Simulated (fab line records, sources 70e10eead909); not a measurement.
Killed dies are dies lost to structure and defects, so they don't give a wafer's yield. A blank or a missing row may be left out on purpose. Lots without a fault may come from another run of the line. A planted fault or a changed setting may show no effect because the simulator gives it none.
A struck lot beside a sound one | flow nand_harc | 43 steps out of a route of 1302
Sound: wafers L173.1, L173.3, L173.4. Struck: wafers L180.1, L180.3, L180.5. The cause comes at the end.
At each step with rows: each side's tool, then ch and its chambers, then its first start. Under that, the readings that differ: sound wafers | struck wafers | difference of the means | sigmas: that difference in standard deviations of wafers without a fault.
alike: readings whose means differ by less than 2 such deviations, and words and numbers that are the same on both sides. not compared: withheld readings, readings that some wafer has no value for, bounds like >300 that may hide the same value, and numbers for which the record gives no deviation and whose values overlap.
The two part at a step that has a row with sigmas, a row that says differs or no value, or rows on one side only. Numbers that don't overlap but have no deviation are shown without sigmas and don't part them. A reading that every wafer of one side lacks parts them only if that side has two wafers or more.

first, 8 steps without rows for these wafers: NHARC_THIN_TSV_DEHYDRATE_04 (time 120 s); NHARC_THIN_TSV_HMDS_05 (time 30 s); NHARC_THIN_TSV_COAT_06; NHARC_THIN_TSV_SOFTBAKE_07 (time 95 s); NHARC_THIN_TSV_EBR_08; NHARC_THIN_TSV_EXPOSE_09 (exposes mask TSV); NHARC_THIN_TSV_PEB_10 (peb time 85 s); NHARC_THIN_TSV_DEVELOP_11 (time 70 s).
NHARC_THIN_TSV_CD_MEAS_12: target cd 1000 nm.
  sound on cd_sem-03 ch 0, day 24 00:02; struck on cd_sem-02 ch 0, day 27 12:43
  alike: cd_nm
then, 3 steps without rows for these wafers: NHARC_THIN_TSV_HARDBAKE_13 (time 80 s); NHARC_THIN_TSV_DESCUM_14 (chemistry O2, time 3 s); NHARC_THIN_TSV_ETCH_44 (etches the open film in CF4/O2, target depth 1594.2 nm, time 797.1 s).
NHARC_THIN_TSV_ETCH_15: target depth 3000 nm, bosch target overetch cycles 2, bosch etch step 2.8 s.
  sound on rie_si-03 ch 0,1,3, day 24 00:51; struck on rie_si-01 ch 0,1,2, day 27 13:32
  alike: drypump_motor_current_A
  not compared: rf_hours_counter_h
NHARC_THIN_TSV_CD_MEAS_16:
  sound on cd_sem-03, day 24 01:00; struck on cd_sem-01, day 27 13:42
  alike: cd_nm
then, 2 steps without rows for these wafers: NHARC_THIN_TSV_STRIP_45 (strips in O2); NHARC_THIN_TSV_STRIP_46 (strips in post etch residue remover, time 1200 s).
NHARC_THIN_TSV_DEP_47: deposits SiO2, target thk 200 nm.
  sound on pecvd-02 ch 0,1, day 24 01:55; struck on pecvd-01 ch 0,2, day 27 14:39
  reading                | sound          | struck         | difference | sigmas
  throttle_valve_pct (%) | 17.4 16.4 17.3 | 15.0 15.9 15.8 | -1.5       | -2
then, 1 step without rows for these wafers: NHARC_THIN_TSV_ETCHBACK_48 (etches the open film in C4F8/Ar, target depth 1028.5 nm, time 405.17 s).
NHARC_THIN_TSV_STRIP_62: strips in N2/H2, time 20 s.
  sound on plasma_asher-01 ch 0,1, day 24 02:39; struck on plasma_asher-02 ch 1, day 27 15:25
  reading            | sound       | struck      | difference | sigmas
  heater_power_w (W) | 270 333 269 | 383 382 376 | +90        | +2
  alike: drypump_motor_current_A, temp_c
  not compared: rf_hours_counter_h
then, 3 steps without rows for these wafers: NHARC_THIN_TSV_DEGAS_49 (time 120 s); NHARC_THIN_TSV_PRE_CLEAN_50 (time 30 s); NHARC_THIN_TSV_PVD_19 (deposits TaN, target thk 20 nm).
NHARC_THIN_TSV_PVD_51: deposits Cu, target thk 100 nm.
  sound on pvd_sputter-01; struck on pvd_sputter-01
  alike: throttle_valve_pct
then, 1 step without rows for these wafers: NHARC_THIN_TSV_ECD_20 (material Cu, target thk 2000 nm).
NHARC_THIN_TSV_ANNEAL_52: time 90 s.
  sound on rtp_anneal-02 ch 0, day 24 03:58; struck on rtp_anneal-02 ch 0, day 27 16:46
  alike: wafer_temp_C_max
then, 3 steps without rows for these wafers: NHARC_THIN_TSV_CMP_21 (polishes, t overpolish 30 s, target thk 2000 nm); NHARC_THIN_TSV_SRD_23; NHARC_THIN_TSV_DEGAS_53 (time 60 s).
NHARC_THIN_TSV_PRE_CLEAN_54: time 30 s.
  sound on pvd_sputter-03, day 24 04:50; struck on pvd_sputter-01, day 27 17:43
  alike: heater_power_w
then, 10 steps without rows for these wafers: NHARC_THIN_TSV_PVD_55 (deposits TiN, target thk 50 nm); NHARC_THIN_TSV_PVD_24 (deposits Al, target thk 800 nm); NHARC_THIN_TSV_DEHYDRATE_25 (time 120 s); NHARC_THIN_TSV_HMDS_26 (time 30 s); NHARC_THIN_TSV_COAT_27; NHARC_THIN_TSV_SOFTBAKE_28 (time 95 s); NHARC_THIN_TSV_EBR_29; NHARC_THIN_TSV_EXPOSE_30 (exposes mask PAD); NHARC_THIN_TSV_PEB_31 (peb time 85 s); NHARC_THIN_TSV_DEVELOP_32 (time 70 s).
NHARC_THIN_TSV_CD_MEAS_33: target cd 5000 nm.
  sound on cd_sem-02 ch 0, day 24 05:55; struck on cd_sem-02 ch 0, day 27 18:46
  alike: cd_nm
then, 1 step without rows for these wafers: NHARC_THIN_TSV_HARDBAKE_34 (time 80 s).
NHARC_END_WLT_00:
  sound on prober-02, day 24 11:00; struck on prober-02, day 28 08:43
  reading | sound | struck                                                                     | difference                   | sigmas
  hold    | - - - | await_dispo/7.0h/release await_dispo/7.0h/release await_dispo/7.0h/release | no value on the sound wafers |
  alike: VT_DECK1_BOTTOM, VT_DECK1_BOTTOM_INNER, VT_DECK1_MEDIAN_NEAR_BOTTOM, VT_DECK1_MEDIAN_NEAR_BOTTOM_INNER, VT_DECK1_MIDDLE, VT_DECK1_MIDDLE_INNER, VT_DECK1_TOP, VT_DECK1_TOP_INNER, VT_DECK2_BOTTOM, VT_DECK2_BOTTOM_INNER, VT_DECK2_MEDIAN_NEAR_BOTTOM, VT_DECK2_MEDIAN_NEAR_BOTTOM_INNER, VT_DECK2_MIDDLE, VT_DECK2_MIDDLE_INNER, VT_DECK2_TOP, VT_DECK2_TOP_INNER
NHARC_END_SORT_01:
  sound on prober-02 ch 0, day 24 14:00; struck on prober-02 ch 0, day 28 11:42
  reading                  | sound          | struck                                                                     | difference                   | sigmas
  hold                     | - - -          | await_dispo/4.9h/release await_dispo/4.9h/release await_dispo/4.9h/release | no value on the sound wafers |
  defect_limited_yield (%) | 91.1 92.3 91.0 | 80.9 78.1 79.2                                                             | -12.1                        | -5
  killed_at_other          | 0 0 0          | 42 72 70                                                                   | +61                          | +51
  killed_dies              | 60 52 61       | 129 148 141                                                                | +82                          | +5
  alike: killed_at_array, killed_at_periphery, killed_open, killed_short

WHERE THEY PART
First at NHARC_THIN_TSV_DEP_47; last, within this record, at NHARC_END_SORT_01.

WHY: what the simulator had put in
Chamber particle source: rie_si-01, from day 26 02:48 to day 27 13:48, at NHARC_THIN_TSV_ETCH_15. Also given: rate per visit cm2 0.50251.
